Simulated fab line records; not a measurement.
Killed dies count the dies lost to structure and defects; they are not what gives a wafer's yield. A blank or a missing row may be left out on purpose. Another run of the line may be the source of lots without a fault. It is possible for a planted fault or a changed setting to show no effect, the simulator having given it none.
Check of tool commonality || flow nand-harc || 1 lot, 3 wafers sampled

## WHY THIS WAS OPENED
At NHARC_END_SORT_01 the reading killed-at-periphery is flagged on 1 of 1 lot. Fault-free wafers read 5, with a standard deviation of 3.4.
Rule: a lot is flagged in two cases, either no wafer of it has a number, or all its wafers with numbers fall more than 4 standard deviations from that mean. The other lots count as sound.

{"lot": "L594", "measured": "day 27 06:52", "on": "prober-01", "killed-at-periphery, wafer by wafer": "639 648 643", "flag": "FLAGGED"}
On average the flagged lots read 643, which is +638 against the usual, or +99 or more standard deviations.

## TOOL THAT RAN EACH LOT
Before the reading, the record contains 3 process steps out of a 1302-step route. Every cell lists first the tool, next ch and the chambers used by the sampled wafers, and last the start.
{"lot": "L594", "flag": "FLAGGED", "NHARC_P_STI_ETCH_42": "rie-diel-11 ch 0,2,3, day 4 22:49", "NHARC_P_GATE_ETCHBACK_37": "rie-diel-13 ch 0,1,3, day 7 17:34 or earlier", "NHARC_P_GATE_EXPOSE_43": "krf-scanner-01 ch 0, day 7 17:34"}
These steps, and what they do:
- NHARC_P_STI_ETCH_42: etches the open film in N2/H2, target depth 80 nm, overetch 24 nm, time 61 s.
- NHARC_P_GATE_ETCHBACK_37: etches the open film in CHF3/O2, target depth 34.5 nm, time 17.2 s.
- NHARC_P_GATE_EXPOSE_43: exposes mask P NSD, target cd 720 nm.
- NHARC_END_SORT_01

## FLAGGED OVER TOTAL, TOOL BY TOOL (the gauges that took the reading come last)
{"step": "NHARC_P_STI_ETCH_42", "tool": "rie-diel-11", "lots run": 1, "flagged": 1, "share of the flagged lots": "all", "sound lots run after its first flagged lot": 0}
{"step": "NHARC_P_GATE_ETCHBACK_37", "tool": "rie-diel-13", "lots run": 1, "flagged": 1, "share of the flagged lots": "all", "sound lots run after its first flagged lot": 0}
{"step": "NHARC_P_GATE_EXPOSE_43", "tool": "krf-scanner-01", "lots run": 1, "flagged": 1, "share of the flagged lots": "all", "sound lots run after its first flagged lot": 0}
{"step": "NHARC_END_SORT_01", "tool": "prober-01", "lots run": 1, "flagged": 1, "share of the flagged lots": "all", "sound lots run after its first flagged lot": 0}
NHARC_P_GATE_ETCHBACK_37: start missing for some lots; hours and lot order therefore follow NHARC_P_GATE_EXPOSE_43.

## WHAT THE TABLE ALLOWS
4 rows of the table ran every flagged lot: rie-diel-11 at NHARC_P_STI_ETCH_42, rie-diel-13 at NHARC_P_GATE_ETCHBACK_37, krf-scanner-01 at NHARC_P_GATE_EXPOSE_43, prober-01 at NHARC_END_SORT_01.
- rie-diel-11 at NHARC_P_STI_ETCH_42: 1 of its 1 lot flagged. Because this sample shows no sound lot run on it before its first flagged lot, the start cannot be pinned down more closely.
- rie-diel-13 at NHARC_P_GATE_ETCHBACK_37: 1 of its 1 lot flagged. Because this sample shows no sound lot run on it before its first flagged lot, the start cannot be pinned down more closely.
- krf-scanner-01 at NHARC_P_GATE_EXPOSE_43: 1 of its 1 lot flagged. Because this sample shows no sound lot run on it before its first flagged lot, the start cannot be pinned down more closely.
- prober-01 at NHARC_END_SORT_01: 1 of its 1 lot flagged. Because this sample shows no sound lot run on it before its first flagged lot, the start cannot be pinned down more closely.
These 4 tools cannot be told apart by counting lots, since each of them fits a fault that started at some hour. More lots, or a look at what each step does to the wafer, might.

## WHAT THE SIMULATOR HAD PUT IN
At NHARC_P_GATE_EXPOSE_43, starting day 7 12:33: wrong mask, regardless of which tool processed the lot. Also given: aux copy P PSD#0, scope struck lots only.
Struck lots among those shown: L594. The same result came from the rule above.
